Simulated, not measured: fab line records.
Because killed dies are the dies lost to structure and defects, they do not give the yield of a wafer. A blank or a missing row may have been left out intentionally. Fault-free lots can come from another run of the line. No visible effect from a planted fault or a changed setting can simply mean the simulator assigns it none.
Chamber matching	flow nand harc	NHARC_A_STAIRCASE_ETCH_169 on rie diel-07 has 4 sister chambers
The step etches the open film in CH3F/O2, target depth 50 nm, time 107.1 s. 18 wafers are shown with their chamber, then 9 later ones without.

EACH WAFER AND ITS CHAMBER
wafer	chamber	drypump motor current A (A)	showerhead plenum p Torr (Torr)	throttle valve pct (%)
L077.1	3	5.3	2.51	20.667
L077.2	0	6.3	2.40	20.678
L077.5	0	6.2	2.40	20.665
L076.1	0	6.3	2.40	20.667
L076.2	1	5.7	2.47	20.669
L076.3	3	5.3	2.51	20.665
L083.2	0	6.2	2.39	20.673
L083.4	3	5.4	2.50	20.654
L083.5	0	6.2	2.39	20.685
L082.1	3	5.4	2.50	20.659
L082.4	0	6.3	2.39	20.664
L082.5	1	5.7	2.46	20.665
L085.2	3	5.4	2.50	20.653
L085.3	1	5.7	2.46	20.668
L085.4	0	6.3	2.39	20.678
L086.1	1	5.7	2.46	20.663
L086.4	2	6.6	2.49	20.666
L086.5	3	5.3	2.49	20.656

SIGNATURES (means of the wafers above)
reading	chamber 0	chamber 1	chamber 2	chamber 3	scatter within a chamber
drypump motor current A	6.257	5.700	6.600	5.350	0.0479
showerhead plenum p Torr	2.3943	2.4625	2.4900	2.5017	0.00615
throttle valve pct	20.67286	20.66625	20.66600	20.65900	0.00637
Rule: distance of a wafer from a chamber = root of the sum over the readings of ((wafer's reading minus chamber's mean) / reading's scatter) squared. If the next closest chamber is less than 2 further off than the closest, the wafer can't be placed; otherwise it belongs to the closest. The scatter: take each reading less its chamber's mean, square it, sum over the shown wafers, divide by the number of wafers less the number of chambers, and take the root.

WAFERS WITHOUT THEIR CHAMBER
wafer	drypump motor current A (A)	showerhead plenum p Torr (Torr)	throttle valve pct (%)
L092.3	6.7	2.48	20.669
L092.5	6.3	2.38	20.661
L092.6	5.4	2.48	20.672
L094.1	5.4	2.48	20.670
L094.2	6.3	2.37	20.662
L094.3	5.7	2.45	20.665
L093.1	6.3	2.37	20.661
L093.2	6.6	2.48	20.657
L093.3	5.4	2.48	20.673

CHAMBER TAKEN BY EACH
wafer	from the rows above	in truth
L092.3	2	2
L092.5	0	0
L092.6	3	3
L094.1	3	3
L094.2	0	0
L094.3	1	1
L093.1	0	0
L093.2	2	2
L093.3	3	3
Placed correctly: 9 of 9. From these rows, 0 cannot be placed. Placed wrongly: 0.
